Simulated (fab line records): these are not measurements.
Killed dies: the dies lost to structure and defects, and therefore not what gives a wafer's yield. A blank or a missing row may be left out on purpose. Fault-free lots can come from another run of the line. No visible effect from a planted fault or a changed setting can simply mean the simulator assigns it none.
Chamber matching    flow n5_finfet    4 sister chambers for N5_FIN_SAQP_MANDREL_ETCH_58 on rie_si-02
The step etches a-Si in HBr/Cl2, stops on SiNx, target depth 45 nm, bt time 10 s, time 27 s. 20 wafers are shown with their chamber, then 10 later ones without.

## WAFERS PAIRED WITH THEIR CHAMBERS
wafer   chamber  throttle_valve_pct (%)  drypump_motor_current_A (A)  oes_product_au (a.u.)
L078.1  1        35.64                   5.6                          0.711
L078.4  0        35.21                   5.3                          0.718
L078.5  2        35.30                   5.9                          0.723
L084.1  3        35.69                   5.3                          0.716
L084.3  0        35.24                   5.3                          0.707
L084.6  2        35.32                   5.9                          0.711
L086.3  1        35.66                   5.6                          0.702
L086.4  3        35.69                   5.3                          0.717
L086.5  3        35.67                   5.3                          0.717
L087.1  3        35.69                   5.3                          0.710
L087.4  1        35.62                   5.5                          0.712
L087.5  2        35.30                   5.9                          0.717
L089.1  1        35.62                   5.6                          0.713
L089.2  0        35.22                   5.2                          0.707
L089.4  3        35.66                   5.3                          0.714
L091.3  0        35.24                   5.3                          0.710
L091.4  2        35.32                   5.9                          0.708
L091.6  2        35.35                   5.9                          0.713
L092.4  2        35.31                   5.9                          0.727
L092.5  0        35.23                   5.3                          0.707

SIGNATURES (means of the wafers above)
reading                  chamber 0  chamber 1  chamber 2  chamber 3  scatter within a chamber
throttle_valve_pct       35.2280    35.6350    35.3167    35.6800    0.0164
drypump_motor_current_A  5.280      5.575      5.900      5.300      0.0311
oes_product_au           0.70980    0.70950    0.71650    0.71480    0.00542
Rule: a wafer lies at a distance from a chamber equal to the root of the sum of squares, over the readings, of (its reading less the chamber's mean, divided by the reading's scatter). If the next closest chamber is less than 2 further off than the closest, the wafer can't be placed; otherwise it belongs to the closest. The scatter is the square root of a quotient: the sum, over the shown wafers, of each reading's squared deviation from its chamber's mean, divided by wafers minus chambers.

## WAFERS WHOSE CHAMBER IS MISSING
wafer   throttle_valve_pct (%)  drypump_motor_current_A (A)  oes_product_au (a.u.)
L092.6  35.62                   5.6                          0.710
L093.1  35.23                   5.3                          0.705
L093.4  35.63                   5.6                          0.717
L093.6  35.29                   5.9                          0.721
L094.1  35.64                   5.6                          0.711
L094.2  35.70                   5.3                          0.702
L094.3  35.33                   5.9                          0.716
L096.1  35.70                   5.3                          0.706
L096.3  35.31                   6.0                          0.708
L096.4  35.64                   5.6                          0.716

## CHAMBER TAKEN BY EACH
wafer   from the rows above  in truth
L092.6  1                    1
L093.1  0                    0
L093.4  1                    1
L093.6  2                    2
L094.1  1                    1
L094.2  3                    3
L094.3  2                    2
L096.1  3                    3
L096.3  2                    2
L096.4  1                    1
10 of 10 placed correctly. From these rows, 0 cannot be placed. 0 placed wrongly.
